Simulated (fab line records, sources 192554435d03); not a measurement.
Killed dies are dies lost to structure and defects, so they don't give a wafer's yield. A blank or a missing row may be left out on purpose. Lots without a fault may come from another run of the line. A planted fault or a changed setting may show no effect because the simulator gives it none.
Split-lot experiment | flow n5_finfet | 7 lots, 21 wafers read, on a route of 1938 steps

THE SPLIT
At N5_ZERO_LAYER_ETCH_18 (etches Si in HBr/Cl2, target depth 120 nm, time 40 s), the setting icp_w was moved away from the recipe's 800 W on 6 of the 21 wafers read, by -17.4% to +12.3%. The other wafers ran this setting at the recipe's value.

The reading is taken at the split's own step.

THE READING
ZERO_LAYER.feature_depth_nm (the simulator's own value, which no gauge read), in nm, at N5_ZERO_LAYER_ETCH_18 (etches Si in HBr/Cl2, target depth 120 nm, time 40 s). The file gives no usual value for it. The 15 wafers here that ran the recipe average 119.9 nm, standard deviation 1.4 nm.

wafer  | tool, chamber at the split | icp_w as run, W | against the recipe | ZERO_LAYER.feature_depth_nm, nm | against lot-mates on the recipe
L074.2 | rie_si-05, 1               | 800             | recipe             | 120.7                           | -
L074.3 | rie_si-05, 0               | 800             | recipe             | 121.8                           | -
L074.5 | rie_si-05, 1               | 800             | recipe             | 120.5                           | -
L075.3 | rie_si-02, 3               | 800             | recipe             | 119.8                           | -
L075.4 | rie_si-02, 0               | 800             | recipe             | 117.9                           | -
L075.5 | rie_si-02, 3               | 800             | recipe             | 119.6                           | -
L078.1 | rie_si-05, 3               | 800             | recipe             | 119.6                           | -
L078.3 | rie_si-05, 2               | 800             | recipe             | 119                             | -
L078.4 | rie_si-05, 1               | 660.7           | -17.4%             | 110.1                           | -9.2
L080.1 | rie_si-02, 0               | 898.8           | +12.3%             | 124                             | +5.4
L080.4 | rie_si-02, 2               | 800             | recipe             | 120.3                           | -
L080.6 | rie_si-02, 0               | 800             | recipe             | 116.9                           | -
L086.3 | rie_si-02, 2               | 665.8           | -16.8%             | 111.3                           | -8.5
L086.5 | rie_si-02, 3               | 800             | recipe             | 118.9                           | -
L086.6 | rie_si-02, 2               | 800             | recipe             | 120.6                           | -
L091.1 | rie_si-02, 3               | 700.9           | -12.4%             | 110.6                           | no lot-mate on the recipe
L091.2 | rie_si-02, 1               | 700.9           | -12.4%             | 113.4                           | no lot-mate on the recipe
L091.4 | rie_si-02, 0               | 700.9           | -12.4%             | 110.1                           | no lot-mate on the recipe
L097.1 | rie_si-03, 3               | 800             | recipe             | 119.7                           | -
L097.3 | rie_si-03, 0               | 800             | recipe             | 120                             | -
L097.5 | rie_si-03, 2               | 800             | recipe             | 122.6                           | -

THE FIT
A straight line over all 21 wafers: ZERO_LAYER.feature_depth_nm changes by +0.551 nm for each +1% of icp_w; r = +0.93; the points scatter about the line by 1.6 nm.
The same after taking each lot's own level away (the mean of its wafers on the recipe; 18 wafers): +0.498 nm for each +1%; r = +0.96; scatter 1 nm.
On that fit, the largest move of icp_w shifts the reading by 8.7 nm.
The lots' own levels span 118.60 to 121.00 nm, that is 1.8 times the standard deviation above.
So the lot-to-lot level changes the slope: the two fits differ.
Check: with one of the wafers moved furthest among these (-17.4%) left out of the fit, the line predicts -8.41 nm for it against its lot-mates. It came out at -9.2 nm against them.

THE WHOLE CHAIN: every reading that the file lists as answering this split, in the file's order
step                  | what it does                                         | reading                                                                      | change (the file's fit)             | r (the file's)
N5_ZERO_LAYER_ETCH_18 | etches Si in HBr/Cl2, target depth 120 nm, time 40 s | etch.depth_nm (the simulator's own value, which no gauge read)               | +0.5 nm for each +1% of the setting | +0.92
N5_ZERO_LAYER_ETCH_18 | etches Si in HBr/Cl2, target depth 120 nm, time 40 s | ZERO_LAYER.feature_depth_nm (the simulator's own value, which no gauge read) | +0.5 nm for each +1% of the setting | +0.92

THE FILE'S OWN FIT
ZERO_LAYER.feature_depth_nm changes by +0.5 nm for each +1% of icp_w, r = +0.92.
